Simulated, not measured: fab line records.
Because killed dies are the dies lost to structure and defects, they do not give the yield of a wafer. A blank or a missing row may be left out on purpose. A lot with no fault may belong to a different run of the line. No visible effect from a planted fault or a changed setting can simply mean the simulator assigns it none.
A lot that was struck, set against a sound lot + flow n5Finfet + 41 steps out of a route of 1938
Sound: the wafers L329.1, L329.3, L329.6. Struck: wafers L338.1, L338.2. (L338.5 of the same lot was not struck and is left out.) The cause comes at the end.
At each step with rows: each side's tool, then ch and its chambers, then its first start. Under that, the readings that differ: sound wafers + struck wafers + difference of the means + sigmas: that difference in standard deviations of wafers without a fault.
alike: words and numbers the same on both sides, and readings whose means are apart by under 2 such deviations; not compared: readings that were withheld, readings missing a value for some wafer, numbers with overlapping values and no deviation given by the record, and bounds like >300 which may hide the same value.
Wherever a step has rows on one side only, a row that says differs or no value, or a row with sigmas, the two part there. When numbers do not overlap yet have no deviation, they are printed without sigmas and do not part them. Lack of a reading on every wafer of one side parts them only where that side has two or more wafers.

first, 11 steps without rows for these wafers: N5_MOL_CONTACT_COAG_WET_ETCH_116 (etches the open film in SC1-inhibited, target depth 4.6 nm, rinse time 30 s); N5_MOL_CONTACT_COAG_ALD_27 (deposits SiOC, target thk 17 nm, pulse time 1.5 s, time 2720 s); N5_MOL_CONTACT_COAG_CMP_28 (polishes, stops on SiNx, t overpolish 0.85 s, target thk 14.522 nm); N5_MOL_CONTACT_COAG_ALD_123 (deposits SiNx, target thk 5 nm, pulse time 1 s, purge time 2 s); N5_MOL_CONTACT_COAG_PECVD_31 (deposits SiO2 from TEOS/O2, target thk 46 nm, time 8.9 s); N5_MOL_CONTACT_COAG_COAT_75 (time 60 s, resist thk 60 nm); N5_MOL_CONTACT_COAG_COAT_76 (time 60 s, resist thk 10 nm); N5_MOL_CONTACT_COAG_COAT_77 (time 60 s, resist thk 10 nm); N5_MOL_CONTACT_COAG_COAT_78 (resist thk 40 nm); N5_MOL_CONTACT_COAG_EBR_80; N5_MOL_CONTACT_COAG_SOFTBAKE_79 (time 60 s).
N5_MOL_CONTACT_COAG_EXPOSE_81: exposes mask VG, defocus 0 nm.
  sound on euvScanner-02 ch 0, day 5 15:53; struck on euvScanner-02 ch 0, day 8 04:47
  alike: mask, reticleTempC
then, 2 steps without rows for these wafers: N5_MOL_CONTACT_COAG_PEB_82 (peb time 60 s); N5_MOL_CONTACT_COAG_DEVELOP_83 (develop time 30 s).
N5_MOL_CONTACT_COAG_CD_MEAS_84 targets a cd of 25.1 nm.
  sound on cdSem-02 ch 0, day 5 16:02; struck on cdSem-03 ch 0, day 8 04:56
| reading   | sound             | struck     | difference | sigmas |
|-----------|-------------------|------------|------------|--------|
| cdNm (nm) | 25.15 25.33 24.84 | 9.97 10.28 | -14.98     | -62    |
then, 16 steps without rows for these wafers: N5_MOL_CONTACT_COAG_DESCUM_88 (chemistry O2, time 7 s); N5_MOL_CONTACT_COAG_ETCH_89 (etches underlayer in N2/H2, target depth 13 nm, time 10.4 s); N5_MOL_CONTACT_COAG_ETCH_90 (etches SiARC in CF4, target depth 13 nm, time 21.7 s); N5_MOL_CONTACT_COAG_ALD_131 (deposits SiO2, target thk 5 nm, pulse time 1 s, co reactant pulse time 1 s); N5_MOL_CONTACT_COAG_ETCHBACK_132 (etches SiO2 in CHF3, target depth 10 nm, time 6.7 s); N5_MOL_CONTACT_COAG_ETCH_91 (etches SOC in N2/H2, target depth 60 nm, overetch 21 nm, time 101.2 s); N5_MOL_CONTACT_COAG_STRIP_92 (strips in N2/H2); N5_MOL_CONTACT_COAG_STRIP_93 (strips in N2/H2); N5_MOL_CONTACT_COAG_ETCHBACK_135 (etches SiO2 in CHF3, target depth 25 nm, time 16.7 s); N5_MOL_CONTACT_COAG_STRIP_118 (strips in CHF3); N5_MOL_CONTACT_COAG_VIA_ETCH_46 (etches SiO2 in C4F6/O2, target depth 46 nm, overetch 9.2 nm, time 40 s); N5_MOL_CONTACT_COAG_STRIP_96 (strips in N2/H2); N5_MOL_CONTACT_COAG_ETCH_47 (etches SiNx in CH3F/O2, stops on W, target depth 27 nm); N5_MOL_CONTACT_COAG_STRIP_119 (strips in N2/H2, time 30 s); N5_MOL_CONTACT_COAG_PRECLEAN_144 (cleans in alkaline clean, time 60 s); N5_MOL_CONTACT_COAG_SRD_145 (time 30 s).
N5_MOL_CONTACT_COAG_CD_MEAS_137 targets a cd of 16 nm.
  sound on cdSem-01, day 5 17:16; struck on cdSem-02, day 8 05:58
| reading   | sound             | struck    | difference | sigmas |
|-----------|-------------------|-----------|------------|--------|
| cdNm (nm) | 15.44 15.88 14.84 | 0.53 0.17 | -15.04     | -54    |
then, 7 steps without rows for these wafers: N5_MOL_CONTACT_COAG_COAT_62 (time 60 s, resist thk 60 nm); N5_MOL_CONTACT_COAG_COAT_63 (time 60 s, resist thk 10 nm); N5_MOL_CONTACT_COAG_COAT_64 (time 60 s, resist thk 10 nm); N5_MOL_CONTACT_COAG_COAT_34 (resist thk 40 nm); N5_MOL_CONTACT_COAG_EBR_36; N5_MOL_CONTACT_COAG_SOFTBAKE_35 (time 60 s); N5_MOL_CONTACT_COAG_EXPOSE_37 (exposes mask VD, defocus 0 nm).
N5_BEOL_M4_RC_MEAS_101:
  the record has rows for the sound wafers here (prober-01 ch 0, day 8 02:25) and none for the struck ones
-- the record jumps here: 8 days lie between the struck wafers' starts before and after (it left off in module BEOL_M4 and takes up again in module PASSIVATION, whose first step shown is number 1936 of the route) --
N5_PASSIVATION_PROBE_49:
  only the struck wafers here have rows in the record (prober-02, day 16 10:32); the sound ones have none

== WHERE THEY PART ==
Last at N5_PASSIVATION_PROBE_49 as far as this record goes, first at N5_MOL_CONTACT_COAG_CD_MEAS_84.

WHY: the cause the simulator had injected
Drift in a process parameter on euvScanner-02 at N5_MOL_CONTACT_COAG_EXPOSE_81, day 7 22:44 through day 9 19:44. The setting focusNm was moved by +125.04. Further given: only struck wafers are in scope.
